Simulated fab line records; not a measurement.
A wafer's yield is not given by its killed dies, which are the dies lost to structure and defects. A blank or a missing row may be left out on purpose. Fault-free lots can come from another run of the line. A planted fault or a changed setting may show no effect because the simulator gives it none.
Split-lot trial    flow n5_finfet    route with 1938 steps; 7 lots, 21 wafers read

ABOUT THE SPLIT
At N5_BEOL_M9_ETCH_65 (etches SiARC in CF4, target depth 15.6 nm, time 26 s), the setting bias_w was moved away from the recipe's 36 W on 10 of the 21 wafers read, by -12.3% to +17.3%. For the rest of the wafers, this setting stayed at what the recipe calls for.

The reading comes from the split's own step.

THE READING
rf_vpp_V, in V, at N5_BEOL_M9_ETCH_65 (etches SiARC in CF4, target depth 15.6 nm, time 26 s). A value of 184.2 V with a standard deviation of 1.2 V is what fault-free wafers of this fab line usually give.

wafer   tool, chamber at the split  bias_w as run, W  against the recipe  rf_vpp_V, V  against lot-mates on the recipe
L076.2  rie_diel-04, 0              36                recipe              183.7        -
L076.4  rie_diel-04, 3              36                recipe              185.1        -
L076.6  rie_diel-04, 0              36                recipe              182.5        -
L078.1  rie_diel-04, 0              39.08             +8.6%               191.7        +7.8
L078.3  rie_diel-04, 3              39.08             +8.6%               195.1        +11.2
L078.5  rie_diel-04, 0              36                recipe              183.9        -
L077.2  rie_diel-02, 2              42.23             +17.3%              205.1        +20.4
L077.3  rie_diel-02, 0              36                recipe              185.4        -
L077.5  rie_diel-02, 3              36                recipe              183.9        -
L079.3  rie_diel-03, 1              36                recipe              183.9        -
L079.4  rie_diel-03, 1              36                recipe              184.4        -
L079.6  rie_diel-03, 3              36                recipe              184.4        -
L083.2  rie_diel-03, 1              38.41             +6.7%               192.1        +9.0
L083.3  rie_diel-03, 2              38.41             +6.7%               192.1        +9.0
L083.6  rie_diel-03, 1              36                recipe              183.1        -
L093.2  rie_diel-04, 0              36                recipe              186.4        -
L093.4  rie_diel-04, 3              31.58             -12.3%              169.9        -16.5
L093.6  rie_diel-04, 2              31.58             -12.3%              169.3        -17.1
L096.2  rie_diel-03, 0              41.62             +15.6%              204.8        no lot-mate on the recipe
L096.3  rie_diel-03, 1              41.62             +15.6%              202.7        no lot-mate on the recipe
L096.6  rie_diel-03, 1              41.62             +15.6%              202.2        no lot-mate on the recipe

THE FIT
A straight line over all 21 wafers: rf_vpp_V changes by +1.2 V for each +1% of bias_w; r = +0.99; the points scatter about the line by 1.1 V.
The same after taking each lot's own level away (the mean of its wafers on the recipe; 18 wafers): +1.26 V for each +1%; r = +0.99; scatter 1.1 V.
According to that fit, moving bias_w by its largest amount changes the reading by 22 V.
Measured against the standard deviation above, the lots' own levels, which go from 183.10 to 186.40 V, span 2.8 times it.
Consequently the slope shifts little with the lot-to-lot level, the two slopes agreeing.
Check: for one of the wafers moved furthest among these (+17.3%), held out of the fit, the line's prediction against its lot-mates is +22.2 V. Against them it came out at +20.4 V.
Tool readings at the split's step, against how far the setting was moved: rf_vpp_V r = +0.99.

THESE WAFERS: OTHER SPLITS
Other splits were also applied to these wafers ahead of the reading. Each is held against what the fit with the lots' levels taken away leaves over:
other split on the same wafers      wafers away from the commonest value  r with rf_vpp_V (lot level and that fit taken away)
N5_BEOL_M8_PEB_09 peb_time_s        8                                     +0.07
N5_BEOL_M8_STRIP_19 pressure_mtorr  12                                    +0.05
N5_BEOL_M9_COAT_05 spin_rpm         11                                    +0.13
N5_BEOL_M9_EXPOSE_08 dose_mj        7                                     +0.34

THE FILE'S OWN FIT
rf_vpp_V changes by +1.23 V for each +1% of bias_w, r = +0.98.
